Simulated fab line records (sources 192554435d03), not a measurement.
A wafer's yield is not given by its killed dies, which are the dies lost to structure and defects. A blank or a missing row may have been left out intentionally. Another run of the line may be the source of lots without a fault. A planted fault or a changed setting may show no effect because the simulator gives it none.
fab line records	flow n5_finfet	part 1 of 2: steps 1 to 3 of 6
[record] lots = 20	wafers = 60	last_day = 18
route steps=1938 shown MOL_CONTACT_COAG@617 BEOL_M0_SAQP@636
lots that met no fault: from a run of the same line without faults
start_h: the number of hours between the record's first day and the start of the first shown wafer of the lot	wait_h: hours since the lot's step before	" identical to the entry in the row above	L1.1+2: a single row standing in for several wafers	- no value present, or no start provided	* or withheld: withheld	< > ~ a bound
route shown NAME@n: NAME is a module with steps in the file, n the number in the route of the first one	usual: average and standard deviation across the fault-free wafers	same: alike in all rows	chamber/n: place in a boat	sites: readings site by site	_std_site: the standard deviation of these	_edge_site: the outer-site mean with the inner-site mean subtracted	radius_mm: for every site, how far away it sits from the centre of the wafer	mask NAME#n: copy n	behind: the last tool/chamber to shape the wafer	hold: cause of the lot's hold/its duration in hours/its outcome	device: the transistor (n, p or np) that didn't switch	end of line: tests run on the same wafers once the route is complete	where a step has no rows: the recipe by itself	killed: not the wafer's yield, but the dies lost to structure and defects at the first sort	map: a wafer's dies, marking killed ones x, the rest . and places with no die _
set.NAME: the setting as run; set.NAME@STEP: as run at that earlier step	model.NAME: the simulator's own value behind a step, which no gauge read
the route's steps for a sample of lots (tables are steps, rows are wafers)
services: from which hour (start_h, from the record's first day; less than 0 if before it) a tool's chamber was out of use, for how many hours, and why
[[steps]]
[step N5_MOL_CONTACT_COAG_ETCH_48]
[recipe] chemistry = C4F6/O2	target_depth_a = 150	overetch_a = 45	mask_material = SOC	target = SiOC	bias_w = 465	pressure_mtorr = 10	time_s = 17	source_w = 335	Ar_flow_sccm = 300	C4F6_flow_sccm = 10	O2_flow_sccm = 10	ion_energy_ev = 576
[usual] drypump_motor_current_A = 5.5/0.37	mfc_ar_sccm = 299.9/1.1	oes_f_703_au = 0.81/0.079	oes_product_au = 0.68/0.06	rf_vpp_V = 1609/30	showerhead_plenum_p_Torr = 2.89/0.092	throttle_valve_pct = 40.6/0.53
lot.wafer	tool	chamber	start_h	wait_h	drypump_motor_current_A	mfc_ar_sccm	oes_f_703_au	oes_product_au	rf_hours_counter_h	rf_vpp_V	showerhead_plenum_p_Torr	throttle_valve_pct
L074.1	rie_diel-02	2	102.58	0.0	6.3	300.1	0.84	0.74	31	1568	3.04	40.9
L074.2	"	3	"	"	5.2	301.3	0.83	0.61	108	1588	2.86	40.2
L074.3	"	1	"	"	4.9	299.2	0.77	0.71	75	1595	3.02	41.3
L075.1	rie_diel-05	0	110.54	0.0	5.4	300.1	0.98	0.78	27	1567	2.79	41.3
L075.4	"	3	"	"	5.1	301.1	0.86	0.76	55	1626	2.87	40.5
L075.6	"	2	"	"	5.1	300.6	0.69	0.61	-	1599	2.90	40.2
L076.3	rie_diel-05	0	111.49	0.0	5.4	298.3	0.98	0.78	27	1567	2.79	41.3
L076.4	"	1	"	"	5.6	299.3	0.80	0.67	111	1650	2.98	39.6
L076.5	"	0	"	"	5.4	299.1	0.97	0.73	-	1567	2.79	41.3
L077.4	rie_diel-01	0	120.29	0.0	6.0	299.1	0.71	0.62	223	1621	2.67	40.9
L077.5	"	0	"	"	6.0	297.3	0.71	0.59	-	1621	2.67	40.8
L077.6	"	3	"	"	5.7	299.9	0.79	0.67	-	1578	2.88	40.8
L078.2	rie_diel-01	3	131.70	0.0	5.7	298.0	0.77	0.70	98	1576	2.87	40.9
L078.4	"	2	"	"	5.2	299.6	0.77	0.64	67	1618	2.86	40.2
L078.5	"	3	"	"	5.7	298.7	0.78	0.66	-	1578	2.87	40.8
L079.1	rie_diel-05	3	131.92	0.0	5.1	299.8	0.85	0.72	61	1627	2.87	40.6
L079.2	"	2	"	"	5.2	302.2	0.69	0.55	232	1600	2.90	40.2
L079.3	"	1	"	"	5.6	300.3	0.80	0.60	117	1651	2.98	39.6
L081.2	rie_diel-01	3	146.31	0.0	5.7	300.6	0.77	0.62	104	1577	2.87	40.8
L081.3	"	2	"	"	5.2	298.4	0.76	0.63	73	1619	2.86	40.2
L081.5	"	1	"	"	5.7	299.0	0.86	0.70	-	1633	3.02	40.9
L082.1	rie_diel-02	3	150.46	0.0	5.2	300.7	0.82	0.65	126	1588	2.86	40.3
L082.4	"	1	"	"	5.0	299.9	0.75	0.64	93	1596	3.01	41.2
L082.6	"	1	"	"	5.0	300.7	0.75	0.71	-	1599	3.01	41.3
L085.1	rie_diel-05	1	169.85	0.0	5.6	300.0	0.79	0.65	132	1649	2.97	39.7
L085.2	"	3	"	"	5.1	298.6	0.83	0.68	76	1625	2.86	40.5
L085.3	"	0	"	"	5.4	301.2	0.93	0.69	48	1565	2.78	41.3
L086.3	rie_diel-01	0	178.49	0.0	6.0	298.4	0.70	0.56	244	1619	2.66	40.8
L086.4	"	2	"	"	5.2	301.9	0.75	0.66	84	1618	2.85	40.2
L086.6	"	2	"	"	5.2	299.9	0.74	0.61	-	1618	2.86	40.2
L087.2	rie_diel-05	2	183.76	0.0	5.2	299.4	0.68	0.59	249	1598	2.89	40.2
L087.3	"	3	"	"	5.1	300.2	0.83	0.74	81	1628	2.86	40.6
L087.4	"	1	"	"	5.6	299.8	0.78	0.63	137	1652	2.97	39.7
L088.3	rie_diel-01	1	192.25	0.0	5.7	300.4	0.82	0.75	31	1632	3.01	41.0
L088.4	"	0	"	"	6.1	300.7	0.70	0.57	249	1620	2.66	40.9
L088.5	"	2	"	"	5.2	299.6	0.74	0.62	-	1618	2.85	40.2
L089.2	rie_diel-05	3	194.19	0.0	5.1	299.9	0.83	0.69	86	1625	2.86	40.6
L089.4	"	1	"	"	5.6	300.5	0.77	0.66	-	1649	2.97	39.7
L089.5	"	0	"	"	5.4	301.5	0.92	0.73	-	1565	2.77	41.3
L090.1	rie_diel-05	1	199.90	0.0	5.6	301.1	0.78	0.61	144	1650	2.97	39.7
L090.2	"	0	"	"	5.4	299.3	0.91	0.73	60	1565	2.77	41.3
L090.3	"	3	"	"	5.1	299.4	0.83	0.71	89	1626	2.85	40.6
L091.1	rie_diel-05	2	211.47	0.0	5.2	298.4	0.96	0.83	1	1598	2.89	40.1
L091.5	"	0	"	"	5.4	301.2	0.92	0.74	-	1564	2.77	41.3
L091.6	"	1	"	"	5.6	298.5	0.77	0.64	-	1648	2.97	39.7
L092.1	rie_diel-02	2	213.35	0.0	6.4	300.1	0.79	0.76	64	1567	3.02	41.0
L092.3	"	3	"	"	5.2	297.0	0.81	0.65	140	1588	2.85	40.3
L092.4	"	0	"	"	4.9	298.7	0.76	0.62	161	1638	2.81	40.6
L093.2	rie_diel-02	2	219.70	0.0	6.4	300.4	0.80	0.73	66	1567	3.02	41.0
L093.4	"	0	"	"	4.9	299.5	0.76	0.63	164	1637	2.80	40.6
L093.6	"	3	"	"	5.2	300.5	0.80	0.66	-	1587	2.85	40.3
L094.2	rie_diel-01	0	222.13	0.0	6.0	299.8	0.97	0.83	3	1648	2.99	39.8
L094.3	"	3	"	"	5.7	300.7	0.74	0.66	135	1576	2.86	40.9
L094.5	"	3	"	"	5.7	301.3	0.74	0.65	-	1575	2.86	40.9
L095.1	rie_diel-01	0	226.90	0.0	6.1	300.0	0.97	0.83	5	1647	2.99	39.8
L095.4	"	2	"	"	5.2	300.7	0.74	0.67	104	1618	2.85	40.2
L095.6	"	3	"	"	5.7	300.5	0.75	0.67	-	1576	2.86	40.9
L097.2	rie_diel-01	1	246.84	0.0	5.7	299.3	0.79	0.74	53	1632	3.00	41.0
L097.5	"	3	"	"	5.7	299.6	0.74	0.62	-	1574	2.85	40.9
L097.6	"	0	"	"	6.0	300.4	0.93	0.78	-	1647	2.99	39.8
[step N5_BEOL_M0_SAQP_PECVD_96]
[recipe] material = a-Si	target_thk_a = 450	temp_c = 350	precursor = SiH4/He	pressure_torr = 3	rf_w = 100	time_s = 45.2
[usual] heater_power_w = 651/88	showerhead_plenum_p_Torr = 5.71/0.069	throttle_valve_pct = 18.2/0.56
lot.wafer	tool	chamber	start_h	wait_h	heater_power_w	showerhead_plenum_p_Torr	throttle_valve_pct
L074.1	pecvd-02	0	107.74	0.0	524	5.71	18.5
L074.2	"	1	"	"	642	5.75	19.0
L074.3	"	2	"	"	592	5.58	17.8
L075.1	pecvd-02	2	115.46	0.0	592	5.57	17.8
L075.4	"	1	"	"	593	5.73	19.0
L075.6	"	2	"	"	597	5.56	17.8
L076.3	pecvd-04	2	119.56	0.0	758	5.81	17.6
L076.4	"	2	"	"	742	5.81	17.3
L076.5	"	0	"	"	652	5.73	18.5
L077.4	pecvd-02	2	125.54	0.0	539	5.55	17.8
L077.5	"	0	"	"	592	5.70	18.7
L077.6	"	1	"	"	577	5.74	19.1
L078.2	pecvd-02	1	136.80	0.0	604	5.76	19.2
L078.4	"	0	"	"	520	5.72	18.4
L078.5	"	1	"	"	618	5.75	19.1
L079.1	pecvd-03	0	139.88	0.0	627	5.63	18.3
L079.2	"	1	"	"	594	5.68	18.8
L079.3	"	2	"	"	590	5.68	17.3
L081.2	pecvd-04	0	154.25	0.0	609	5.75	18.1
L081.3	"	2	"	"	739	5.80	17.5
L081.5	"	1	"	"	748	5.69	17.6
L082.1	pecvd-03	2	158.90	0.0	517	5.67	17.3
L082.4	"	2	"	"	543	5.66	17.3
L082.6	"	0	"	"	606	5.61	18.1
L085.1	pecvd-02	1	174.99	0.0	634	5.75	19.3
L085.2	"	0	"	"	575	5.72	18.3
L085.3	"	1	"	"	648	5.75	19.0
L086.3	pecvd-03	2	184.41	0.0	543	5.65	17.2
L086.4	"	2	"	"	523	5.65	17.0
L086.6	"	0	"	"	667	5.61	18.4
L087.2	pecvd-02	0	189.70	0.0	606	5.74	18.7
L087.3	"	0	"	"	597	5.71	18.7
L087.4	"	1	"	"	587	5.75	19.3
L088.3	pecvd-04	2	197.26	0.0	805	5.83	17.4
L088.4	"	1	"	"	764	5.67	17.5
L088.5	"	2	"	"	805	5.82	17.7
L089.2	pecvd-02	1	200.24	0.0	566	5.74	18.8
L089.4	"	1	"	"	583	5.73	19.3
L089.5	"	1	"	"	594	5.75	19.1
L090.1	pecvd-04	1	207.39	0.0	767	5.68	17.9
L090.2	"	2	"	"	753	5.83	17.6
L090.3	"	0	"	"	606	5.73	18.7
L091.1	pecvd-04	2	216.81	0.0	843	5.82	17.6
L091.5	"	0	"	"	620	5.73	18.4
L091.6	"	1	"	"	716	5.69	17.9
L092.1	pecvd-04	0	220.44	0.0	589	5.73	18.1
L092.3	"	2	"	"	762	5.82	17.8
L092.4	"	2	"	"	770	5.83	17.6
L093.2	pecvd-04	2	225.60	0.0	838	5.81	17.5
L093.4	"	1	"	"	775	5.68	18.0
L093.6	"	0	"	"	681	5.73	18.4
L094.2	pecvd-04	0	229.09	0.0	636	5.73	18.5
L094.3	"	1	"	"	767	5.69	17.8
L094.5	"	0	"	"	657	5.75	18.2
L095.1	pecvd-04	2	231.54	0.0	778	5.81	18.0
L095.4	"	1	"	"	681	5.69	18.2
L095.6	"	0	"	"	689	5.74	18.2
L097.2	pecvd-04	1	252.97	0.0	774	5.69	17.9
L097.5	"	0	"	"	630	5.73	18.2
L097.6	"	1	"	"	783	5.69	17.9
[step N5_BEOL_M0_SAQP_ETCH_84]
[recipe] chemistry = N2/H2	target = SOC	target_depth_a = 1000	overetch_a = 200	mask_material = SiARC	temp_c = 40	time_s = 150	ion_energy_ev = 200	pressure_mtorr = 30	source_w = 840	bias_w = 150	n2_flow_sccm = 200	h2_flow_sccm = 200
[usual] drypump_motor_current_A = 5.9/0.33	h2_flow_sccm = 200.0/0.62	oes_product_au = 0.70/0.075	rf_vpp_V = 522.6/2.9	showerhead_plenum_p_Torr = 2.48/0.099	throttle_valve_pct = 17.71/0.24
lot.wafer	tool	chamber	start_h	wait_h	drypump_motor_current_A	h2_flow_sccm	oes_product_au	rf_hours_counter_h	rf_vpp_V	showerhead_plenum_p_Torr	throttle_valve_pct
L074.1	rie_diel-03	2	108.58	0.0	6.6	200.1	0.63	231	524.3	2.49	17.49
L074.2	"	0	"	"	5.8	199.5	0.82	13	525.8	2.59	17.97
L074.3	"	1	"	"	5.6	200.7	0.67	169	520.4	2.42	18.06
L075.1	rie_diel-06	2	116.17	0.0	5.9	200.2	0.62	225	527.8	2.62	17.89
L075.4	"	1	"	"	6.2	200.2	0.84	8	523.2	2.50	17.86
L075.6	"	1	"	"	6.2	200.0	0.84	-	521.8	2.50	17.86
L076.3	rie_diel-06	2	120.42	0.0	5.9	201.5	0.62	227	525.8	2.62	17.90
L076.4	"	1	"	"	6.2	201.1	0.84	9	522.6	2.50	17.85
L076.5	"	3	"	"	6.0	199.2	0.70	-	521.0	2.44	17.68
L077.4	rie_diel-06	2	126.24	0.0	5.9	199.5	0.62	228	524.5	2.62	17.91
L077.5	"	3	"	"	6.0	200.1	0.71	-	523.2	2.44	17.70
L077.6	"	2	"	"	5.9	199.9	0.62	-	527.7	2.62	17.90
L078.2	rie_diel-03	2	137.64	0.0	6.5	200.3	0.62	239	523.0	2.48	17.51
L078.4	"	0	"	"	5.9	200.9	0.80	21	527.9	2.59	18.00
L078.5	"	1	"	"	5.7	200.3	0.67	-	520.6	2.42	18.06
L079.1	rie_diel-06	0	141.03	0.0	5.4	199.4	0.63	218	520.1	2.39	17.89
L079.2	"	2	"	"	5.9	200.0	0.61	233	526.7	2.62	17.91
L079.3	"	3	"	"	6.0	199.4	0.69	114	521.9	2.44	17.69
L081.2	rie_diel-04	2	154.97	0.0	6.1	200.3	0.62	241	526.1	2.61	18.06
L081.3	"	3	"	"	5.6	198.9	0.71	106	517.9	2.35	17.44
L081.5	"	2	"	"	6.0	199.7	0.62	-	526.1	2.61	18.05
L082.1	rie_diel-06	3	159.90	0.0	6.0	199.8	0.70	120	521.5	2.43	17.71
L082.4	"	0	"	"	5.5	200.0	0.63	223	519.3	2.39	17.90
L082.6	"	0	"	"	5.5	201.0	0.63	-	520.3	2.39	17.91
L085.1	rie_diel-04	1	175.80	0.0	6.2	199.4	0.67	167	527.0	2.61	17.52
L085.2	"	0	"	"	5.4	200.0	0.67	164	521.3	2.42	17.56
L085.3	"	3	"	"	5.7	200.2	0.71	113	519.0	2.34	17.46
L086.3	rie_diel-06	1	185.17	0.0	6.2	200.3	0.79	27	523.0	2.49	17.89
L086.4	"	3	"	"	6.0	200.2	0.69	-	521.2	2.43	17.72
L086.6	"	0	"	"	5.5	200.7	0.63	-	520.6	2.39	17.91
L087.2	rie_diel-04	0	190.62	0.0	5.4	199.7	0.67	169	520.3	2.42	17.58
L087.3	"	3	"	"	5.6	200.2	0.70	118	518.9	2.34	17.48
L087.4	"	3	"	"	5.7	199.4	0.70	-	517.7	2.34	17.47
L088.3	rie_diel-04	3	198.10	0.0	5.6	199.4	0.71	121	518.8	2.34	17.48
L088.4	"	3	"	"	5.6	199.6	0.70	-	518.6	2.34	17.47
L088.5	"	1	"	"	6.2	199.6	0.66	-	526.8	2.61	17.53
L089.2	rie_diel-06	1	201.16	0.0	6.2	201.6	0.79	32	521.3	2.49	17.89
L089.4	"	2	"	"	5.9	199.9	0.61	247	525.2	2.61	17.93
L089.5	"	0	"	"	5.5	200.7	0.62	-	520.2	2.39	17.90
L090.1	rie_diel-03	3	208.22	0.0	5.5	199.6	0.62	246	519.8	2.40	17.73
L090.2	"	2	"	"	6.6	200.1	0.88	0	524.5	2.48	17.10
L090.3	"	0	"	"	5.9	200.0	0.76	43	525.9	2.58	18.02
L091.1	rie_diel-04	2	217.65	0.0	6.0	199.8	0.87	3	524.4	2.60	17.65
L091.5	"	1	"	"	6.2	198.9	0.65	-	526.5	2.60	17.55
L091.6	"	2	"	"	6.1	199.5	0.86	-	524.2	2.60	17.64
L092.1	rie_diel-04	1	221.60	0.0	6.2	200.2	0.66	183	527.1	2.60	17.54
L092.3	"	0	"	"	5.5	200.5	0.66	179	520.7	2.41	17.59
L092.4	"	2	"	"	6.0	200.5	0.85	4	525.5	2.60	17.63
L093.2	rie_diel-03	2	227.00	0.0	6.6	200.3	0.85	8	522.2	2.48	17.13
L093.4	"	0	"	"	5.8	200.0	0.75	-	525.6	2.58	18.04
L093.6	"	1	"	"	5.6	199.5	0.65	-	520.1	2.41	18.10
L094.2	rie_diel-04	2	229.81	0.0	6.0	200.2	0.84	7	525.1	2.60	17.64
L094.3	"	3	"	"	5.6	198.9	0.69	133	518.7	2.34	17.50
L094.5	"	2	"	"	6.1	199.5	0.84	-	525.7	2.60	17.63
L095.1	rie_diel-03	2	232.25	0.0	6.5	200.3	0.85	9	521.8	2.48	17.12
L095.4	"	1	"	"	5.6	200.9	0.65	205	521.9	2.41	18.11
L095.6	"	3	"	"	5.5	199.4	0.61	-	520.5	2.39	17.73
L097.2	rie_diel-04	2	253.98	0.0	6.1	198.7	0.82	15	525.3	2.60	17.65
L097.5	"	1	"	"	6.1	201.2	0.65	-	526.2	2.60	17.58
L097.6	"	3	"	"	5.6	200.0	0.69	-	518.0	2.33	17.51
